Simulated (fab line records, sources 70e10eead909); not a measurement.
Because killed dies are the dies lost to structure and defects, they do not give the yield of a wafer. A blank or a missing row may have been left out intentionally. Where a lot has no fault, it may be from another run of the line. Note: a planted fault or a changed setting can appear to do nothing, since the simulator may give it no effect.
What tool caused it?    flow nand_harc    13 lots, 39 wafers sampled, at 5 steps of a route of 1159

WHAT THE GAUGES SHOWED, per wafer
NHARC_END_SORT_01. Usual: killed_at_array 26, standard deviation 10; killed_at_other 0.5, standard deviation 0.87; killed_at_periphery 3.0, standard deviation 2.5; killed_dies 29, standard deviation 11; killed_open 3.3, standard deviation 1.9; killed_short 1.8, standard deviation 1.5.
lot   measured      on         killed_at_array  killed_at_other  killed_at_periphery  killed_dies  killed_open  killed_short  flag
L622  day 20 13:11  prober-02  12 11 18         0 0 0            3 3 1                15 14 19     3 1 10       2 2 2         
L623  day 21 11:08  prober-01  22 40 20         1 1 0            0 0 3                23 41 23     1 7 5        1 3 1         
L631  day 22 17:18  prober-01  22 21 29         0 5 0            3 2 5                25 28 34     2 5 3        2 2 3         
L637  day 23 07:02  prober-01  20 27 31         1 1 0            3 3 1                24 31 32     3 1 3        3 2 3         

TOOL THAT RAN EACH LOT (tool first, then ch and the chambers of the sampled wafers, then the start)
lot   NHARC_A_SLIT_ETCH_15                           NHARC_A_WL_FILL_ETCHBACK_16                    NHARC_A_WL_FILL_CVD_23            NHARC_A_WL_FILL_CMP_12
L622  rie_diel-08 ch 1,2,3, day 17 00:10 or earlier  rie_diel-09 ch 0,2,3, day 17 00:10 or earlier  lpcvd_poly-02 ch 0, day 17 00:10  cmp-02 ch 1,2,3, day 17 08:14
L625  rie_diel-08 ch 1,2,3, day 15 18:10 or earlier  rie_diel-13 ch 0,2, day 15 18:10 or earlier    lpcvd_poly-02 ch 0, day 15 18:10  cmp-02 ch 0,3, day 16 03:26
L623  rie_diel-12 ch 0,3, day 17 06:31 or earlier    rie_diel-09 ch 1,3, day 17 06:31 or earlier    lpcvd_poly-04 ch 0, day 17 06:31  cmp-01 ch 1,2,3, day 17 16:59
L624  rie_diel-05 ch 1,2,3, day 16 00:31 or earlier  rie_diel-06 ch 0,1,3, day 16 00:31 or earlier  lpcvd_poly-04 ch 0, day 16 00:31  cmp-04 ch 0,2,3, day 16 13:40
L626  rie_diel-08 ch 0,2,3, day 16 20:01 or earlier  rie_diel-09 ch 0,2, day 16 20:01 or earlier    lpcvd_poly-02 ch 0, day 16 20:01  cmp-02 ch 1,3, day 17 04:29
L631  rie_diel-12 ch 0,1,2, day 19 07:38 or earlier  rie_diel-06 ch 0,2,3, day 19 07:38 or earlier  lpcvd_poly-02 ch 0, day 19 07:38  cmp-02 ch 2,3, day 19 20:02
L634  rie_diel-12 ch 1,2,3, day 18 18:04 or earlier  rie_diel-09 ch 0,1,2, day 18 18:04 or earlier  lpcvd_poly-04 ch 0, day 18 18:04  cmp-02 ch 1,2,3, day 19 02:07
L635  rie_diel-08 ch 1,2, day 18 10:11 or earlier    rie_diel-13 ch 1,2,3, day 18 10:11 or earlier  lpcvd_poly-03 ch 0, day 18 10:11  cmp-01 ch 0,1, day 18 18:17
L637  rie_diel-08 ch 1,2, day 19 17:29 or earlier    rie_diel-13 ch 0,3, day 19 17:29 or earlier    lpcvd_poly-04 ch 0, day 19 17:29  cmp-01 ch 0,1,2, day 20 01:53
L638  rie_diel-12 ch 0,1,2, day 20 00:11 or earlier  rie_diel-09 ch 0,3, day 20 00:11 or earlier    lpcvd_poly-04 ch 0, day 20 00:11  cmp-04 ch 2,3, day 20 13:05
L640  rie_diel-05 ch 1,2,3, day 19 21:25 or earlier  rie_diel-13 ch 0,1,2, day 19 21:25 or earlier  lpcvd_poly-03 ch 0, day 19 21:25  cmp-02 ch 1,2,3, day 20 06:37
L642  rie_diel-08 ch 0,1,3, day 20 18:50 or earlier  rie_diel-06 ch 1,2,3, day 20 18:50 or earlier  lpcvd_poly-04 ch 0, day 20 18:50  cmp-02 ch 0,1,2, day 21 04:22
L643  rie_diel-08 ch 1,2,3, day 21 05:59 or earlier  rie_diel-13 ch 2,3, day 21 05:59 or earlier    lpcvd_poly-02 ch 0, day 21 05:59  cmp-01 ch 1,2, day 21 18:04
- NHARC_A_SLIT_ETCH_15: etches the open film in O2/COS, target depth 3200 nm, time 832 s.
- NHARC_A_WL_FILL_ETCHBACK_16: etches the open film in C4F8/O2/Ar, target depth 88 nm, time 17.6 s.
- NHARC_A_WL_FILL_CVD_23: deposits poly-Si, target thk 40 nm, time 800 s.
- NHARC_A_WL_FILL_CMP_12: polishes, t overpolish 30 s, target thk 75 nm.

WHAT THE TOOLS THEMSELVES READ (means of the sampled wafers that have a number; where no wafer has one, the mark that the record gives instead)
NHARC_A_SLIT_ETCH_15. Usual: drypump_motor_current_A 5.9 A, standard deviation 0.48; oes_product_au 0.998 a.u., standard deviation 0.01; rf_vpp_V 314.1 V, standard deviation 1.8; showerhead_plenum_p_Torr 3.11 Torr, standard deviation 0.12; throttle_valve_pct 28.329 %, standard deviation 0.0094.
lot   tool         drypump_motor_current_A (A)  oes_product_au (a.u.)  rf_vpp_V (V)  showerhead_plenum_p_Torr (Torr)  throttle_valve_pct (%)  flag
L622  rie_diel-08  5.7                          0.997                  313.8         3.03                             28.333                  
L625  rie_diel-08  5.7                          0.997                  313.3         3.03                             28.322                  
L623  rie_diel-12  6.5                          0.991                  314.2         3.15                             28.333                  
L624  rie_diel-05  5.5                          1.000                  314.7         3.16                             28.341                  
L626  rie_diel-08  5.5                          0.994                  313.5         3.03                             28.334                  
L631  rie_diel-12  6.1                          0.997                  315.7         3.18                             28.328                  
L634  rie_diel-12  6.3                          0.997                  315.7         3.23                             28.332                  
L635  rie_diel-08  5.7                          1.007                  312.5         3.00                             28.333                  
L637  rie_diel-08  6.0                          1.007                  312.3         2.98                             28.322                  
L638  rie_diel-12  6.2                          0.995                  315.2         3.18                             28.326                  
L640  rie_diel-05  5.5                          1.000                  314.6         3.16                             28.329                  
L642  rie_diel-08  5.7                          0.994                  312.9         3.01                             28.326                  
L643  rie_diel-08  5.7                          0.995                  312.8         3.03                             28.328                  

NHARC_A_WL_FILL_ETCHBACK_16. Usual: oes_product_au 0.991 a.u., standard deviation 0.024; rf_vpp_V 723 V, standard deviation 4.5.
lot   tool         oes_product_au (a.u.)  rf_vpp_V (V)  flag
L622  rie_diel-09  0.999                  722           
L625  rie_diel-13  0.999                  718           
L623  rie_diel-09  0.989                  730           
L624  rie_diel-06  1.005                  724           
L626  rie_diel-09  1.008                  720           
L631  rie_diel-06  1.000                  723           
L634  rie_diel-09  1.000                  723           
L635  rie_diel-13  0.977                  723           
L637  rie_diel-13  0.983                  721           
L638  rie_diel-09  1.001                  721           
L640  rie_diel-13  0.989                  721           
L642  rie_diel-06  1.007                  719           
L643  rie_diel-13  1.014                  721           

NHARC_A_WL_FILL_CVD_23. Usual: zone_power_top_pct 19.4 %, standard deviation 1.2; zone_power_upper_pct 8.7 %, standard deviation 0.75.
lot   tool           zone_power_top_pct (%)  zone_power_upper_pct (%)  flag
L622  lpcvd_poly-02  19.2                    7.7                       
L625  lpcvd_poly-02  19.3                    7.8                       
L623  lpcvd_poly-04  20.4                    9.4                       
L624  lpcvd_poly-04  20.6                    9.4                       
L626  lpcvd_poly-02  19.2                    7.7                       
L631  lpcvd_poly-02  19.0                    7.7                       
L634  lpcvd_poly-04  20.4                    9.4                       
L635  lpcvd_poly-03  17.2                    8.8                       
L637  lpcvd_poly-04  20.4                    9.5                       
L638  lpcvd_poly-04  20.7                    9.4                       
L640  lpcvd_poly-03  17.1                    8.8                       
L642  lpcvd_poly-04  20.5                    9.4                       
L643  lpcvd_poly-02  19.1                    7.8                       

NHARC_A_WL_FILL_CMP_12. Usual: edge_zone_pressure_frac 1.000, standard deviation 0.0052; motor_current_A 12.2 A, standard deviation 1; overpolish_run_s 29.998 s, standard deviation 0.0094; time_to_endpoint_s 16.9 s, standard deviation 2.4.
lot   tool    edge_zone_pressure_frac  motor_current_A (A)  overpolish_run_s (s)  time_to_endpoint_s (s)  flag
L622  cmp-02  0.998                    12.7                 29.991                16.2                    
L625  cmp-02  0.998                    12.0                 29.998                16.9                    
L623  cmp-01  1.001                    13.4                 30.005                18.3                    
L624  cmp-04  1.005                    11.5                 30.001                16.2                    
L626  cmp-02  0.993                    12.7                 29.995                16.3                    
L631  cmp-02  0.999                    12.9                 29.998                19.2                    
L634  cmp-02  1.002                    12.4                 30.001                16.0                    
L635  cmp-01  1.006                    11.5                 30.009                15.6                    
L637  cmp-01  0.999                    12.5                 30.010                16.3                    
L638  cmp-04  1.001                    12.6                 29.995                15.0                    
L640  cmp-02  1.002                    12.6                 29.995                17.7                    
L642  cmp-02  1.000                    12.5                 29.999                14.9                    
L643  cmp-01  0.995                    13.4                 30.004                15.8                    

THE ANSWER, worked out from the rows above alone
Rule: take the mean of a lot's wafers that have a number; if it is more than 3 standard deviations from the usual mean, the lot is off. Also off: a lot with no number at a reading for which 4 or more lots have one. Any other lot the step has rows for is counted as sound. Order of review: gauges by route order, followed by the tools' own readings, for which a lot's mean as printed above is used. At the first step where some lot is off, the reading lying furthest off is the one used; lots without a number count as furthest.
Nothing can be told from this: no lot is off at any reading shown.

WHAT THE SIMULATOR HAD PUT IN
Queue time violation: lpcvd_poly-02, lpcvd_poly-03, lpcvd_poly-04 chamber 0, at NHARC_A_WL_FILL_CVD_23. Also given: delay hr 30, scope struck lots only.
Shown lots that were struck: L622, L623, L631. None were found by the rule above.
